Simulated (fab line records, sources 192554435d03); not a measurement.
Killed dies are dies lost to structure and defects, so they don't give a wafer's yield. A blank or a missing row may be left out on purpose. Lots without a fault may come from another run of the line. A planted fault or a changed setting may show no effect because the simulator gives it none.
fab line records | flow n5_finfet
record lots=6 wafers=18 last_day=17
route steps=1938 shown BEOL_M4@1105 BEOL_M5@1112 PASSIVATION@1936
lots that met no fault: from a run of the same line without faults
start_h: hours from the record's first day to the start of the lot's first wafer shown | wait_h: hours since the lot's step before | " the same as in the row above | L1.1+2: a row that stands for several wafers | - no value, or no start given | * or withheld: withheld | < > ~ a bound
route shown NAME@n: a module of which the file shows steps, and the number in the route of the first | usual: mean/standard deviation of fault-free wafers | same: alike in all rows | chamber/n: place in a boat | sites: the reading at each site | _std_site: their standard deviation | _edge_site: outer sites' mean less inner sites' | radius_mm: how far each site lies from the wafer's centre | mask NAME#n: copy n | behind: the tool/chamber that last shaped the wafer | hold: why the lot was held/for how many hours/how that ended | device: the transistor (n, p or np) that didn't switch | end of line: the same wafers' tests at the end of the route | a step without rows: its recipe alone | killed: dies lost to structure and defects at the first sort, not the wafer's yield | map: a wafer's dies, x killed, . not, _ none there
set.NAME: the setting as run; set.NAME@STEP: as run at that earlier step | model.NAME: the simulator's own value behind a step, which no gauge read
lots at some steps of the route; a table a step, a row a wafer
services: from which hour (start_h, from the record's first day; less than 0 if before it) a tool's chamber was out of use, for how many hours, and why
## steps
# step N5_BEOL_M4_PRE_CLEAN_60
# recipe gas=NH3/H2 time_s=15 temp_c=* rf_power_w=300
# usual heater_power_w=81/27 rf_fwd_power_W=296.8/1.3
# columns lot.wafer tool chamber start_h wait_h heater_power_w rf_fwd_power_W
L674.2 cvd_co-01 0 182.27 0.0 75 300.1
L674.3 " 1 " " 89 294.3
L674.6 " 0 " " 76 298.2
L675.1 cvd_co-02 1 189.16 0.2 43 297.8
L675.2 " 0 " " 114 295.4
L675.3 " 2 " " 50 297.0
L679.1 cvd_co-01 2 213.61 0.0 102 297.4
L679.2 " 1 " " 89 294.6
L679.6 " 0 " " 77 297.0
L685.1 cvd_co-02 0 241.94 0.0 116 297.6
L685.4 " 0 " " 117 298.0
L685.5 " 0 " " 115 298.0
L693.2 cvd_co-02 2 291.75 0.0 51 296.6
L693.3 " 1 " " 44 298.2
L693.6 " 1 " " 44 298.2
L694.1 cvd_co-02 1 295.43 0.1 44 297.2
L694.3 " 0 " " 113 297.9
L694.4 " 2 " " 50 297.0
# step N5_BEOL_M4_CO_CAP_55
# recipe material=Co target_thk_a=20 temp_c=200 precursor=CCTBA/H2 pressure_torr=30 time_s=102.1
# step N5_BEOL_M4_PRE_CLEAN_56
# recipe gas=NH3 time_s=15 temp_c=withheld rf_power_w=300
# step N5_BEOL_M4_DEP_57
# recipe material=SiCN target_thk_a=80 temp_c=withheld precursor=3MS/NH3 pressure_torr=3 rf_w=202 time_s=14
# usual rf_fwd_power_W=199.5/0.75 showerhead_plenum_p_Torr=3.670/0.02 throttle_valve_pct=9.2/0.73
# columns lot.wafer tool chamber start_h wait_h rf_fwd_power_W showerhead_plenum_p_Torr throttle_valve_pct
L674.2 pecvd-01 0 182.44 0.0 199.1 3.687 8.9
L674.3 " 2 " " 200.5 3.641 10.1
L674.6 " 0 " " 200.0 3.691 8.7
L675.1 pecvd-03 0 189.33 0.0 199.2 3.688 10.1
L675.2 " 2 " " 199.2 3.656 8.1
L675.3 " 0 " " 198.4 3.678 10.5
L679.1 pecvd-03 0 213.82 0.1 199.5 3.683 10.3
L679.2 " 0 " " 198.6 3.678 10.5
L679.6 " 0 " " 200.1 3.694 10.2
L685.1 pecvd-01 0 242.31 0.0 198.6 3.687 8.7
L685.4 " 1 " " 200.7 3.678 9.7
L685.5 " 2 " " 199.0 3.644 8.5
L693.2 pecvd-01 2 291.91 0.0 198.5 3.639 8.5
L693.3 " 0 " " 199.6 3.694 9.2
L693.6 " 0 " " 198.9 3.691 8.8
L694.1 pecvd-01 1 295.60 0.0 200.0 3.673 9.8
L694.3 " 0 " " 199.1 3.699 8.9
L694.4 " 1 " " 199.9 3.684 9.7
# step N5_BEOL_M4_RS_MEAS_58
# recipe thk_meas_gauge=four-point-probe reads=Co_of_BEOL_M4_CO_CAP_55+Cu_of_BEOL_M4_ECD_50+Co_of_BEOL_M4_CVD_47+TaN_of_BEOL_M4_ALD_84
# usual M4_RS=0.67/0.033
# columns lot.wafer tool chamber start_h wait_h M4_RS[ohm/sq]
L674.2 film_metro-02 - 182.51 0.1 0.66
L674.3 " - " " 0.69
L674.6 " - " " 0.65
L675.1 film_metro-02 - 189.42 0.1 0.75
L675.2 " - " " 0.69
L675.3 " - " " 0.67
L679.1 film_metro-01 - 213.95 0.1 0.61
L679.2 " - " " 0.68
L679.6 " - " " 0.66
L685.1 film_metro-01 - 242.38 0.0 0.70
L685.4 " - " " 0.75
L685.5 " - " " 0.64
L693.2 film_metro-02 - 291.98 0.1 0.66
L693.3 " - " " 0.59
L693.6 " - " " 0.71
L694.1 film_metro-02 - 295.68 0.1 0.66
L694.3 " - " " 0.66
L694.4 " - " " 0.63
# step N5_BEOL_M4_INSPECT_59
# recipe inspect_instrument=darkfield mode=post_dep
# usual raw_defect_count=78/27
# columns lot.wafer tool chamber start_h wait_h raw_defect_count
L674.2 defect_inspect-01 - 182.54 0.0 107
L674.3 " - " " 141
L674.6 " - " " 56
L675.1 defect_inspect-01 - 189.44 0.0 80
L675.2 " - " " 67
L675.3 " - " " 80
L679.1 defect_inspect-02 - 213.98 0.0 40
L679.2 " - " " 58
L679.6 " - " " 44
L685.1 defect_inspect-01 - 242.41 0.0 54
L685.4 " - " " 78
L685.5 " - " " 100
L693.2 defect_inspect-02 - 292.00 0.0 62
L693.3 " - " " 74
L693.6 " - " " 62
L694.1 defect_inspect-02 - 295.71 0.0 136
L694.3 " - " " 49
L694.4 " - " " 82
# step N5_BEOL_M4_RC_MEAS_101
# usual DIBL_N=37.3/2.3 DIBL_P=37.4/2.9 IOFF_N=0.18/0.045 IOFF_P=0.25/0.054 ION_N=679/15 ION_P=468/9.7 SS_N=71.8/0.62 SS_P=73.6/0.76 VT_N=248/4.1 VT_P=-248/3.6
# columns lot.wafer tool chamber start_h wait_h DIBL_N[mV/V] DIBL_P[mV/V] IOFF_N[nA/um] IOFF_P[nA/um] ION_N[uA/um] ION_P[uA/um] SS_N[mV/dec] SS_P[mV/dec] VT_N[mV] VT_P[mV]
L674.2 prober-01 0 182.72 0.2 35.3 35.3 0.13 0.23 666 466 71.9 73.4 255 -243
L674.3 " 0 " " 39.5 39.8 0.22 0.34 697 486 72.1 74.6 245 -240
L674.6 " 0 " " 38.5 39.0 0.19 0.30 684 468 72.4 74.3 248 -243
L675.1 prober-02 0 189.47 0.0 35.9 35.3 0.17 0.23 682 465 71.6 73.5 248 -248
L675.2 " 0 " " 37.1 38.7 0.20 0.29 701 480 72.1 74.0 245 -244
L675.3 " 0 " " 35.6 35.6 0.16 0.22 678 465 71.3 73.4 250 -248
L679.1 prober-02 0 214.00 0.0 33.6 31.4 0.11 0.18 670 463 71.0 73.0 254 -251
L679.2 " 0 " " 37.1 36.3 0.17 0.24 686 477 72.0 74.8 249 -249
L679.6 " 0 " " 34.3 32.7 0.12 0.19 652 451 70.4 73.4 254 -253
L685.1 prober-02 0 242.43 0.0 41.0 42.5 0.25 0.39 697 482 72.4 74.5 244 -241
L685.4 " 0 " " 37.1 37.5 0.15 0.25 669 467 72.1 73.0 250 -245
L685.5 " 0 " " 39.6 40.8 0.23 0.32 686 480 72.4 73.8 245 -240
L693.2 prober-01 0 292.18 0.2 41.3 43.0 0.27 0.40 708 496 73.1 74.5 242 -240
L693.3 " 0 " " 40.9 42.5 0.25 0.37 685 481 72.1 74.9 242 -241
L693.6 " 0 " " 39.7 41.2 0.23 0.33 675 475 71.7 74.3 245 -243
L694.1 prober-02 0 295.73 0.0 36.8 36.7 0.16 0.20 677 458 71.4 73.5 249 -253
L694.3 " 0 " " 34.5 34.0 0.11 0.16 647 445 71.7 73.0 257 -256
L694.4 " 0 " " 37.9 37.0 0.18 0.20 688 465 72.3 72.4 247 -251
# step N5_BEOL_M5_ILD_DEP_00
# recipe material=SiCOH_lowk target_thk_a=1406.4 temp_c=300 precursor=DEMS/porogen pressure_torr=5 rf_w=500 time_s=25.9
# usual heater_power_w=285/38 rf_fwd_power_W=494.2/1.8 showerhead_plenum_p_Torr=5.744/0.021 throttle_valve_pct=13.9/1.1
# columns lot.wafer tool chamber start_h wait_h heater_power_w rf_fwd_power_W showerhead_plenum_p_Torr throttle_valve_pct
L674.2 pecvd-02 0 183.52 0.7 292 490.9 5.738 12.9
L674.3 " 2 " " 324 494.7 5.711 13.1
L674.6 " 0 " " 291 491.9 5.739 12.7
L675.1 pecvd-02 1 190.44 0.8 259 495.0 5.785 15.8
L675.2 " 0 " " 280 492.6 5.743 13.0
L675.3 " 2 " " 329 496.2 5.712 13.2
L679.1 pecvd-02 1 214.97 0.8 234 493.3 5.785 15.8
L679.2 " 2 " " 301 498.0 5.733 12.8
L679.6 " 1 " " 240 494.4 5.785 15.7
L685.1 pecvd-01 0 243.40 0.8 297 494.1 5.763 13.5
L685.4 " 2 " " 284 494.2 5.706 12.4
L685.5 " 0 " " 293 494.3 5.774 13.6
L693.2 pecvd-04 0 292.99 0.7 288 494.0 5.735 13.4
L693.3 " 2 " " 229 492.5 5.742 13.7
L693.6 " 1 " " 272 497.9 5.737 14.1
L694.1 pecvd-01 1 296.70 0.8 385 494.4 5.760 15.1
L694.3 " 1 " " 382 493.1 5.732 15.1
L694.4 " 0 " " 258 491.5 5.781 13.7
# step N5_BEOL_M5_CURE_79
# recipe temp_c=385 time_s=240 ambient=He/Ar material=SiCOH_lowk
# usual lamp_power_pct=52.32/0.053 wafer_temp_C_max=387.0/0.74
# columns lot.wafer tool chamber start_h wait_h lamp_power_pct wafer_temp_C_max
L674.2 uv_cure-03 2 183.66 0.1 52.35 387.1
L674.3 " 2 " " 52.27 387.6
L674.6 " 2 " " 52.27 387.7
L675.1 uv_cure-02 2 190.50 0.0 52.33 385.8
L675.2 " 2 " " 52.28 386.5
L675.3 " 2 " " 52.41 386.0
L679.1 uv_cure-03 2 215.03 0.0 52.34 386.9
L679.2 " 2 " " 52.21 387.2
L679.6 " 2 216.63 1.6 52.34 386.8
L685.1 uv_cure-01 1 243.46 0.0 52.28 387.1
L685.4 " 1 " " 52.26 388.1
L685.5 " 1 " " 52.38 387.5
L693.2 uv_cure-03 1 293.21 0.2 52.25 387.2
L693.3 " 1 " " 52.27 387.1
L693.6 " 1 " " 52.43 386.4
L694.1 uv_cure-03 2 297.20 0.5 52.21 386.5
L694.3 " 2 " " 52.39 386.5
L694.4 " 2 " " 52.32 387.2
# step N5_BEOL_M5_THK_MEAS_01
# recipe reads=SiCOH_lowk_of_BEOL_M5_ILD_DEP_00
# usual M5_ILD_THK=120.8/1.8
# columns lot.wafer tool chamber start_h wait_h M5_ILD_THK[nm]
L674.2 film_metro-02 - 184.10 0.4 117.2
L674.3 " - " " 122.1
L674.6 " - " " 120.0
L675.1 film_metro-02 - 191.01 0.4 119.8
L675.2 " - " " 118.7
L675.3 " - " " 122.9
L679.1 film_metro-01 - 216.98 1.6 118.4
L679.2 " - " " 121.9
L679.6 " - " " 120.2
L685.1 film_metro-02 - 243.97 0.4 118.7
L685.4 " - " " 124.1
L685.5 " - " " 120.9
L693.2 film_metro-02 - 294.05 0.7 121.6
L693.3 " - " " 120.3
L693.6 " - " " 122.9
L694.1 film_metro-02 - 298.19 0.8 118.5
L694.3 " - " " 121.8
L694.4 " - " " 120.0
# step N5_BEOL_M5_PECVD_70
# recipe material=SiO2 target_thk_a=160 temp_c=400 precursor=TEOS/O2 pressure_torr=5.5 rf_w=450 teos_flow_sccm=53.8 gas=O2 flow_sccm=3000 time_s=18
# usual heater_power_w=667/82 rf_fwd_power_W=443.9/1.4 showerhead_plenum_p_Torr=8.81/0.085 throttle_valve_pct=22.3/1.5
# columns lot.wafer tool chamber start_h wait_h heater_power_w rf_fwd_power_W showerhead_plenum_p_Torr throttle_valve_pct
L674.2 pecvd-02 1 184.13 0.0 578 444.2 8.91 25.7
L674.3 " 2 " " 741 442.8 8.70 20.8
L674.6 " 1 " " 563 443.7 8.92 25.4
L675.1 pecvd-01 0 191.05 0.0 632 443.1 8.96 21.9
L675.2 " 1 " " 844 442.8 8.85 24.2
L675.3 " 2 " " 723 447.0 8.67 25.0
L679.1 pecvd-01 0 217.02 0.0 640 444.8 8.92 21.8
L679.2 " 1 " " 767 443.7 8.85 24.3
L679.6 " 1 " " 753 443.0 8.82 24.4
L685.1 pecvd-04 1 244.01 0.0 722 444.7 8.82 22.2
L685.4 " 1 " " 695 443.7 8.82 22.1
L685.5 " 1 " " 711 444.9 8.83 22.3
L693.2 pecvd-04 1 294.08 0.0 670 445.1 8.84 22.2
L693.3 " 2 " " 556 443.2 8.79 22.4
L693.6 " 0 " " 709 444.5 8.74 20.8
L694.1 pecvd-04 1 298.23 0.0 719 443.5 8.83 22.1
L694.3 " 0 " " 623 442.6 8.70 21.0
L694.4 " 0 " " 649 442.7 8.70 21.1
# step N5_BEOL_M5_HM_DEP_02
# recipe material=TiN target_thk_a=200 temp_c=25 chamber_pressure_pa=0.49996
# step N5_BEOL_M5_COAT_59
# recipe resist=SOC temp_c=250 time_s=60 spin_rpm=1500 resist_thk_nm=60
# usual heater_power_total_W=500.3/1.8 plate_temp_C=250.00/0.17
# columns lot.wafer tool chamber start_h wait_h heater_power_total_W plate_temp_C
L674.2 litho_track-04 0 185.14 0.1 502.0 250.08
L674.3 " 0 " " 499.5 249.93
L674.6 " 0 " " 502.8 249.90
L675.1 litho_track-03 0 191.84 0.1 499.3 249.80
L675.2 " 0 " " 501.2 250.11
L675.3 " 0 " " 501.9 250.16
L679.1 litho_track-03 0 217.53 0.1 499.9 249.65
L679.2 " 0 " " 497.3 249.76
L679.6 " 0 " " 499.0 249.98
L685.1 litho_track-01 0 245.40 0.1 502.2 250.02
L685.4 " 0 " " 501.2 249.82
L685.5 " 0 " " 499.4 249.87
L693.2 litho_track-01 0 294.80 0.1 479.4 240.75
L693.3 " 0 " " 477.9 240.80
L693.6 " 0 " " 479.6 240.97
L694.1 litho_track-01 0 300.70 0.1 477.6 240.84
L694.3 " 0 " " 479.2 240.96
L694.4 " 0 " " 476.5 241.01
# step N5_BEOL_M5_COAT_60
# recipe resist=SiARC temp_c=220 time_s=60 spin_rpm=1500 resist_thk_nm=12
# step N5_PASSIVATION_PROBE_49
# usual defect_limited_yield=91.3/1.5 killed_at_M0_to_M3=35/8.7 killed_at_M4_up=14/5.5 killed_at_contacts=11/5.6 killed_at_front_end=39/13 killed_at_other=3.7/2.2 killed_dies=103/18 killed_open=69/14 killed_short=33/7.8 sort_bin_4_leakage=0.02/0.15 sort_bin_5_function=5.1/0.99 sort_bin_6_memory=3.3/0.67 sort_bin_8_speed=0.02/0.17 sort_n_pass=1077/18 sort_yield_pct=91.2/1.5
# same gross_dies=1180 killed_at_back_side=0
# columns lot.wafer tool chamber start_h wait_h defect_limited_yield[%] killed_at_M0_to_M3 killed_at_M4_up killed_at_contacts killed_at_front_end killed_at_other killed_dies killed_open killed_short sort_bin_4_leakage[%] sort_bin_5_function[%] sort_bin_6_memory[%] sort_bin_8_speed[%] sort_n_pass sort_yield_pct[%]
L679.1 prober-02 - 313.85 0.0 89.3 55 8 5 51 7 126 85 41 0 6.4 3.6 0 1054 89.3
L679.2 prober-02 - 313.90 0.1 93.6 32 15 4 14 10 75 43 31 0 3.7 2.5 0 1105 93.6
L679.6 prober-02 - 314.10 0.3 91.5 36 8 10 43 3 100 60 40 0 5.4 2.7 0 1080 91.5
# killed by level:class
L679.1 FIN_SAQP:geometric_particle:short=14 BEOL_M0_SAQP:geometric_particle:open=14 BEOL_M1:geometric_particle:open=13 FIN_SAQP:geometric_particle:open=9 BEOL_M0_SAQP:geometric_particle:short=9 BEOL_M2:geometric_particle:open=8 DUMMY_GATE:geometric_particle:open=7 STI_FIN_REVEAL:geometric_particle:open=6
L679.2 BEOL_M2:geometric_particle:open=9 BEOL_M3:geometric_particle:short=6 BEOL_M4:geometric_particle:open=5 BEOL_M0_SAQP:geometric_particle:short=4 BEOL_M1:geometric_particle:open=4 BEOL_M1:geometric_particle:short=4 MIM_BOT:geometric_particle:short=4 FIN_SAQP:geometric_particle:short=3
L679.6 GATE_CUT:geometric_particle:short=10 FIN_SAQP:geometric_particle:open=9 MOL_CONTACT_COAG:geometric_particle:open=9 BEOL_M0_SAQP:geometric_particle:short=8 STI_FIN_REVEAL:geometric_particle:open=8 BEOL_M0_SAQP:geometric_particle:open=8 BEOL_M1:geometric_particle:open=8 FIN_SAQP:geometric_particle:short=7
## services
# columns tool chamber start_h hours kind
uv_cure-02 - 161.82 6.0 pm
uv_cure-02 - 171.41 5.0 pm
pecvd-03 - 174.60 0.8 pm
pecvd-03 - 182.50 5.7 repair
uv_cure-01 - 185.44 7.5 pm
pecvd-04 1 186.97 5.1 repair
pecvd-01 0 193.17 7.0 repair
cvd_co-01 - 195.01 0.2 repair
uv_cure-02 - 201.80 1.0 pm
pecvd-01 2 202.38 - clean
pecvd-01 2 202.38 - consumable_replace:showerhead
pecvd-01 2 202.38 29.0 scheduled_down
pecvd-01 2 202.38 29.0 vent_cycle
uv_cure-03 - 207.06 0.8 repair
pecvd-03 2 209.27 11.5 repair
pecvd-03 1 212.26 4.4 repair
cvd_co-02 0 214.70 22.8 repair
pecvd-04 - 216.52 1.1 repair
uv_cure-02 - 228.84 4.9 repair
pecvd-04 0 230.12 17.9 repair
cvd_co-02 2 232.10 17.3 repair
pecvd-03 1 244.59 14.5 repair
uv_cure-01 - 247.66 8.7 repair
pecvd-01 - 270.76 0.9 repair
## key
first_sign step=N5_BEOL_M5_COAT_59 reading=plate_temp_C direction=down sigmas=52 usual=* struck=*
effect step=N5_BEOL_M5_COAT_59 reading=heater_power_total_W direction=down sigmas=13 usual=* struck=*
met_at N5_BEOL_M5_COAT_59
struck_wafers L693.2,L693.3,L693.6,L694.1,L694.3,L694.4
onset_between 245.40 294.80
fault kind=process_parameter_drift tool=litho_track-01 chamber=- onset_h=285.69 steps=N5_BEOL_M5_COAT_59 channel=temp_c offset=* shape=step end_h=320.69 acts_in=* stated=*
